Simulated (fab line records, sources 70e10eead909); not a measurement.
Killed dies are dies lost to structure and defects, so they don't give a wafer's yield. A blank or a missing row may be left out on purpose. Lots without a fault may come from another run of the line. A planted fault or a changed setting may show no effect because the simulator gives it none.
Chamber matching | flow nand_harc | NHARC_P_M0_ETCH_34 on rie_diel-05: 4 sister chambers
The step etches the open film in N2/H2, target depth 40 nm, overetch 12 nm, time 43.94 s. 17 wafers are shown with their chamber, then 8 later ones without.

WAFERS WITH THEIR CHAMBER
wafer  | chamber | showerhead_plenum_p_Torr (Torr) | drypump_motor_current_A (A) | rf_vpp_V (V)
L270.1 | 1       | 2.17                            | 5.5                         | 434.0
L270.4 | 2       | 2.05                            | 5.8                         | 430.4
L270.6 | 3       | 1.98                            | 4.9                         | 428.9
L272.1 | 2       | 2.05                            | 5.8                         | 432.1
L272.2 | 3       | 1.98                            | 4.9                         | 428.9
L272.5 | 0       | 2.01                            | 5.5                         | 430.3
L273.2 | 0       | 2.01                            | 5.5                         | 429.9
L273.3 | 3       | 1.98                            | 4.9                         | 428.3
L273.6 | 3       | 1.98                            | 4.9                         | 429.3
L276.2 | 2       | 2.05                            | 5.7                         | 429.9
L276.4 | 3       | 1.98                            | 4.9                         | 428.9
L284.3 | 0       | 2.01                            | 5.5                         | 430.0
L284.5 | 3       | 1.98                            | 4.9                         | 429.2
L286.1 | 3       | 1.98                            | 4.9                         | 431.0
L286.4 | 1       | 2.16                            | 5.5                         | 434.3
L286.5 | 3       | 1.98                            | 4.9                         | 428.6
L288.2 | 2       | 2.05                            | 5.8                         | 431.3

SIGNATURES (means of the wafers above)
reading                  | chamber 0 | chamber 1 | chamber 2 | chamber 3 | scatter within a chamber
showerhead_plenum_p_Torr | 2.0100    | 2.1650    | 2.0500    | 1.9800    | 0.00196
drypump_motor_current_A  | 5.500     | 5.500     | 5.775     | 4.900     | 0.024
rf_vpp_V                 | 430.067   | 434.150   | 430.925   | 429.137   | 0.767
Rule: a wafer's distance from a chamber is the root of the sum, over the readings, of the square of ((its reading less the chamber's mean) divided by the reading's scatter). The wafer belongs to the nearest chamber; if the next one is less than 2 further off, it can't be placed. The scatter: the root of (the sum of the squares of (reading less its chamber's mean) over the shown wafers, divided by (wafers less chambers)).

WAFERS WITHOUT THEIR CHAMBER
wafer  | showerhead_plenum_p_Torr (Torr) | drypump_motor_current_A (A) | rf_vpp_V (V)
L288.3 | 2.16                            | 5.5                         | 433.5
L288.5 | 1.97                            | 4.9                         | 429.7
L289.3 | 2.16                            | 5.5                         | 433.8
L289.4 | 2.05                            | 5.8                         | 430.4
L289.5 | 2.01                            | 5.5                         | 429.2
L291.2 | 2.04                            | 5.8                         | 430.6
L291.4 | 2.16                            | 5.5                         | 434.3
L291.6 | 1.97                            | 4.9                         | 428.2

WHICH CHAMBER EACH WENT THROUGH
wafer  | from the rows above | in truth
L288.3 | 1                   | 1
L288.5 | 3                   | 3
L289.3 | 1                   | 1
L289.4 | 2                   | 2
L289.5 | 0                   | 0
L291.2 | 2                   | 2
L291.4 | 1                   | 1
L291.6 | 3                   | 3
Placed correctly: 8 of 8. Can't be placed from these rows: 0. Placed wrongly: 0.
